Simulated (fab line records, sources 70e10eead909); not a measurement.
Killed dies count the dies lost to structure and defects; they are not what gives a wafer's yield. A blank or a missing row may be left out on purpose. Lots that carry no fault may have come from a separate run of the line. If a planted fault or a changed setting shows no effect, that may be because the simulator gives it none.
Matching of chambers    flow nand-harc    NHARC_A_CHANNEL_FILL_D1_ALD_16 on ald-hk-04 has 4 sister chambers
The step deposits SiO2, target thk 1.5 nm, pulse time 10 s, ald cycles 15. 14 wafers are shown with their chamber, then 7 later ones without.

== WAFERS WITH THEIR CHAMBER ==
wafer   chamber  heater-power-w (W)  precursor-pulse-height-rel
L936.1  3        508                 1.009
L936.4  1        374                 0.992
L936.5  1        378                 0.976
L937.1  2        522                 1.000
L937.3  0        446                 0.964
L937.4  1        370                 1.004
L939.1  1        373                 0.990
L939.4  3        514                 1.019
L939.6  0        444                 1.027
L940.1  3        507                 1.002
L940.2  1        377                 1.001
L940.6  1        363                 0.967
L943.1  0        429                 0.989
L943.3  2        555                 0.984

SIGNATURES, as means of the wafers listed above
reading                     chamber 0  chamber 1  chamber 2  chamber 3  scatter within a chamber
heater-power-w              439.67     372.50     538.50     509.67     9.46
precursor-pulse-height-rel  0.99333    0.98833    0.99200    1.01000    0.0182
Rule: for each reading, subtract the chamber's mean from the wafer's reading, divide by that reading's scatter and square the result; add these up over the readings and take the root, which gives the wafer's distance from the chamber. If the next closest chamber is less than 2 further off than the closest, the wafer can't be placed; otherwise it belongs to the closest. The scatter: the root of (the sum of the squares of (reading less its chamber's mean) over the shown wafers, divided by (wafers less chambers)).

== WAFERS WHOSE CHAMBER IS MISSING ==
wafer   heater-power-w (W)  precursor-pulse-height-rel
L943.4  390                 0.979
L948.1  551                 0.986
L948.3  432                 1.003
L948.4  500                 1.023
L957.1  488                 1.005
L957.2  546                 0.982
L957.4  430                 1.017

== CHAMBER TAKEN BY EACH ==
wafer   from the rows above  in truth
L943.4  1                    1
L948.1  2                    2
L948.3  0                    0
L948.4  3                    3
L957.1  3                    3
L957.2  2                    2
L957.4  0                    0
Correct placement for 7 of the 7. Left unplaced by these rows: 0. Placed wrongly: 0.
